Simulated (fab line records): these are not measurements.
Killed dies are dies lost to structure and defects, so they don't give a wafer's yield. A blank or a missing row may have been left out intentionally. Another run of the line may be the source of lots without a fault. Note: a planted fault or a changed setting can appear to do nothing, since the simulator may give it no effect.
Matching of chambers :: flow nandHarc :: NHARC_A_CONTACT_DESCUM_47 on rieDiel-03 has 4 sister chambers
The step chemistry O2, time 3 s. 4 wafers are shown with their chamber, then 12 later ones without.

## WAFERS WITH THEIR CHAMBER
wafer: L089.4
chamber: 2
showerheadPlenumPTorr (Torr): 1.94

wafer: L090.4
chamber: 3
showerheadPlenumPTorr (Torr): 2.01

wafer: L090.5
chamber: 0
showerheadPlenumPTorr (Torr): 1.83

wafer: L090.6
chamber: 1
showerheadPlenumPTorr (Torr): 1.95

## WAFERS MISSING THEIR CHAMBER
wafer: L091.2
showerheadPlenumPTorr (Torr): 1.95

wafer: L091.4
showerheadPlenumPTorr (Torr): 2.01

wafer: L091.5
showerheadPlenumPTorr (Torr): 1.95

wafer: L092.1
showerheadPlenumPTorr (Torr): 1.95

wafer: L092.2
showerheadPlenumPTorr (Torr): 2.01

wafer: L092.3
showerheadPlenumPTorr (Torr): 1.94

wafer: L096.1
showerheadPlenumPTorr (Torr): 1.82

wafer: L096.3
showerheadPlenumPTorr (Torr): 2.01

wafer: L096.4
showerheadPlenumPTorr (Torr): 1.95

wafer: L095.2
showerheadPlenumPTorr (Torr): 1.94

wafer: L095.4
showerheadPlenumPTorr (Torr): 1.82

wafer: L095.5
showerheadPlenumPTorr (Torr): 1.94

## WHICH CHAMBER EACH WENT THROUGH
wafer: L091.2
from the rows above: 1
in truth: 1

wafer: L091.4
from the rows above: 3
in truth: 3

wafer: L091.5
from the rows above: 1
in truth: 1

wafer: L092.1
from the rows above: 1
in truth: 1

wafer: L092.2
from the rows above: 3
in truth: 3

wafer: L092.3
from the rows above: 2
in truth: 2

wafer: L096.1
from the rows above: 0
in truth: 0

wafer: L096.3
from the rows above: 3
in truth: 3

wafer: L096.4
from the rows above: 1
in truth: 1

wafer: L095.2
from the rows above: 2
in truth: 2

wafer: L095.4
from the rows above: 0
in truth: 0

wafer: L095.5
from the rows above: 2
in truth: 2
Correct placement for 12 of the 12. Not placeable from these rows: 0. 0 placed wrongly.
How it was worked out, from the rows above alone: a wafer's distance from a chamber is the root of the sum, over the readings, of the square of ((its reading less the chamber's mean) divided by the reading's scatter). If the next closest chamber is less than 2 further off than the closest, the wafer can't be placed; otherwise it belongs to the closest. A chamber's mean is the mean of its shown wafers. The scatter: root of mean squared gap, hidden wafer to nearest shown wafer, with one shown wafer a chamber.
